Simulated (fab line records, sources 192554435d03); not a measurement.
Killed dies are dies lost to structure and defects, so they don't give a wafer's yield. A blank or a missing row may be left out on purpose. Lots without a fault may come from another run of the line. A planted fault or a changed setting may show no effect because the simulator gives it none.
Chamber matching | flow n5_finfet | N5_BEOL_M6_ILD_DEP_00 on pecvd-02: 3 sister chambers
The step deposits SiCOH lowk from DEMS/porogen, target thk 179.75 nm, time 33.4 s. 6 wafers are shown with their chamber, then 12 later ones without.

WAFERS WITH THEIR CHAMBER
wafer  | chamber | throttle_valve_pct (%) | showerhead_vpp_V (V)
L086.5 | 2       | 13.5                   | 1362
L090.2 | 2       | 13.5                   | 1398
L090.6 | 1       | 13.6                   | 1320
L091.1 | 1       | 13.1                   | 1341
L091.3 | 0       | 14.3                   | 1381
L091.6 | 0       | 14.4                   | 1367

WAFERS WITHOUT THEIR CHAMBER
wafer  | throttle_valve_pct (%) | showerhead_vpp_V (V)
L093.1 | 13.4                   | 1335
L093.2 | 14.3                   | 1388
L093.5 | 13.5                   | 1356
L094.1 | 14.2                   | 1374
L094.2 | 13.4                   | 1356
L094.6 | 13.5                   | 1377
L095.1 | 13.5                   | 1353
L095.3 | 13.4                   | 1382
L095.5 | 14.3                   | 1397
L097.2 | 13.5                   | 1353
L097.4 | 13.5                   | 1383
L097.6 | 13.6                   | 1342

WHICH CHAMBER EACH WENT THROUGH
wafer  | from the rows above     | in truth
L093.1 | 1                       | 1
L093.2 | 0                       | 0
L093.5 | can't be placed: 2 or 1 | 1
L094.1 | 0                       | 0
L094.2 | can't be placed: 2 or 1 | 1
L094.6 | 2                       | 2
L095.1 | can't be placed: 1 or 2 | 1
L095.3 | 2                       | 2
L095.5 | 0                       | 0
L097.2 | can't be placed: 1 or 2 | 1
L097.4 | 2                       | 2
L097.6 | can't be placed: 1 or 2 | 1
Placed correctly: 7 of 12. Can't be placed from these rows: 5 (the true chamber is among the candidates in 5). Placed wrongly: 0.
How it was worked out, from the rows above alone: a wafer's distance from a chamber is the root of the sum, over the readings, of the square of ((its reading less the chamber's mean) divided by the reading's scatter). The wafer belongs to the nearest chamber; if the next one is less than 2 further off, it can't be placed. A chamber's mean is the mean of its shown wafers. The scatter: the root of (the sum of the squares of (reading less its chamber's mean) over the shown wafers, divided by (wafers less chambers)).
